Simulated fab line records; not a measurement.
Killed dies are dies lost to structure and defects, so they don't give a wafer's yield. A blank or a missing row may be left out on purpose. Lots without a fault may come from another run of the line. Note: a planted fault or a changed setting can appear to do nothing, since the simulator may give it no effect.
A lot that was struck, set against a sound lot | flow n5-finfet | 22 out of 1938 route steps
Sound: wafers L336.2, L336.3, L336.5. The struck wafers were L328.1, L328.2, L328.4. The cause comes at the end.
For every step that has rows: the tool of each side, followed by ch and its chambers, followed by its first start. Under that, the readings that differ: sound wafers | struck wafers | difference of the means | sigmas: that difference in standard deviations of wafers without a fault.
alike: a reading whose means differ by less than 2 such deviations, as well as words and numbers matching on both sides. not compared: withheld readings; readings where some wafer has no value; bounds like >300 that might hide an equal value; numbers whose values overlap and for which the record gives no deviation.
Wherever a step has rows on one side only, a row that says differs or no value, or a row with sigmas, the two part there. Numbers that don't overlap but have no deviation are shown without sigmas and don't part them. A reading missing from all wafers of one side parts the sides only when that side holds two or more wafers.

first, 7 steps without rows for these wafers: N5_BEOL_M2_COAT_73 (time 60 s, resist thk 5 nm); N5_BEOL_M2_COAT_05 (resist thk 30 nm); N5_BEOL_M2_EBR_07; N5_BEOL_M2_SOFTBAKE_06 (time 60 s); N5_BEOL_M2_EXPOSE_08 (exposes mask M2); N5_BEOL_M2_PEB_09 (peb time 60 s); N5_BEOL_M2_DEVELOP_10 (develop time 30 s).
N5_BEOL_M2_CD_MEAS_11 targets a cd of 16.79 nm.
  sound on cd-sem-01 ch 0, day 11 15:25; struck on cd-sem-02 ch 0, day 10 02:16
  alike: cd-nm
N5_BEOL_M2_OVL_MEAS_12:
  sound on overlay-02 ch 0, day 11 15:26; struck on overlay-02 ch 0, day 10 02:18
  alike: M2_OVL
N5_BEOL_M2_INSPECT_13: inspects for defects (brightfield).
  sound: defect-inspect-02 at day 11 15:30; struck: defect-inspect-01 at day 10 02:22
  alike: raw-defect-count
N5_BEOL_M2_DESCUM_16: chemistry O2, time 7 s.
  sound on rie-diel-04 ch 1,2,3, day 11 15:32; struck on rie-diel-05 ch 0,2,3, day 10 02:23
  reading                         | sound          | struck         | difference | sigmas
  showerhead-plenum-p-Torr (Torr) | 2.12 2.00 2.09 | 2.18 2.17 2.18 | +0.11      | +2
  alike: drypump-motor-current-A, oes-product-au, rf-vpp-V, throttle-valve-pct
  not compared: rf-hours-counter-h
N5_BEOL_M2_ETCH_74: etches underlayer in N2/H2, target depth 6.5 nm, time 5.2 s.
  sound on rie-diel-04 ch 1,2,3, day 11 15:34; struck on rie-diel-05 ch 0,2,3, day 10 02:26
  reading      | sound             | struck            | difference | sigmas
  rf-vpp-V (V) | 522.7 519.5 525.6 | 529.7 526.0 526.1 | +4.7       | +2
  alike: bias-w, chamber-pressure-mTorr, drypump-motor-current-A, etch-rf-on-time-s, oes-product-au, showerhead-plenum-p-Torr, throttle-valve-pct
  not compared: rf-hours-counter-h
N5_BEOL_M2_ETCH_63: etches SiARC in CF4, target depth 15.6 nm, time 26 s.
  sound on rie-diel-04 ch 1,2,3, day 11 15:35; struck on rie-diel-05 ch 0,2,3, day 10 02:27
  no value came back on the struck wafers for any of 8 readings (bias-w (W), cf4-flow-sccm (sccm) and others); on the sound wafers bias-w (W) reads 35.91 35.99 36.00
  not compared: rf-hours-counter-h
N5_BEOL_M2_ETCH_64: etches SOC in N2/H2, target depth 75 nm, overetch 22.5 nm, time 121.9 s.
  sound on rie-diel-04 ch 1,2,3, day 11 15:37; struck on rie-diel-05 ch 0,2,3, day 10 02:28
  reading               | sound          | struck         | difference | sigmas
  oes-product-au (a.u.) | 0.66 0.60 0.57 | 0.28 0.27 0.26 | -0.34      | -6
  alike: bias-w, chamber-pressure-mTorr, drypump-motor-current-A, rf-vpp-V, showerhead-plenum-p-Torr, throttle-valve-pct
  not compared: rf-hours-counter-h
then, 2 steps without rows for these wafers: N5_BEOL_M2_STRIP_65 (strips in N2/H2); N5_BEOL_M2_STRIP_75 (strips in N2/H2).
N5_BEOL_M2_STRIP_66: strips in CF4.
  sound on rie-diel-04 ch 1,2,3, day 11 15:44; struck on rie-diel-05 ch 0,2,3, day 10 02:37
  alike: cf4-flow-sccm, drypump-motor-current-A, oes-product-au, rf-vpp-V, showerhead-plenum-p-Torr, throttle-valve-pct
  not compared: rf-hours-counter-h
N5_BEOL_M2_HM_OPEN_17: chemistry Cl2/BCl3, target TiN, target depth 20 nm, overetch 6 nm.
  sound on rie-metal-03 ch 0, day 11 15:47; struck on rie-metal-02 ch 0,1, day 10 02:39
  reading                | sound             | struck            | difference | sigmas
  oes-product-au (a.u.)  | 0.78 0.78 0.77    | 0.30 0.28 0.30    | -0.48      | -5
  throttle-valve-pct (%) | 22.05 22.05 22.03 | 22.86 22.61 22.87 | +0.74      | +5
  alike: drypump-motor-current-A
  not compared: rf-hours-counter-h
N5_BEOL_M2_STRIP_19: strips in O2.
  sound on rie-diel-01 ch 1,2,3, day 11 16:17; struck on rie-diel-04 ch 0,1,3, day 10 02:46
  alike: drypump-motor-current-A, oes-product-au, rf-vpp-V, showerhead-plenum-p-Torr, throttle-valve-pct
  not compared: rf-hours-counter-h
N5_BEOL_M2_CD_MEAS_18: pitch 36 nm, target cd 18 nm.
  sound: cd-sem-03 at day 11 16:21; struck: cd-sem-03 at day 10 02:50
  reading    | sound          | struck | difference                    | sigmas
  cd-nm (nm) | 17.8 17.6 18.4 | - - -  | no value on the struck wafers |
then, 1 step without rows for these wafers: N5_BEOL_M2_COAT_67 (time 60 s, resist thk 60 nm).
N5_BEOL_M4_RC_MEAS_101:
  the record has rows for the sound wafers here (prober-02 ch 0, day 14 07:23) and none for the struck ones

WHERE THEY PART
Last at N5_BEOL_M4_RC_MEAS_101 as far as this record goes, first at N5_BEOL_M2_DESCUM_16.

WHY: what had been put in by the simulator
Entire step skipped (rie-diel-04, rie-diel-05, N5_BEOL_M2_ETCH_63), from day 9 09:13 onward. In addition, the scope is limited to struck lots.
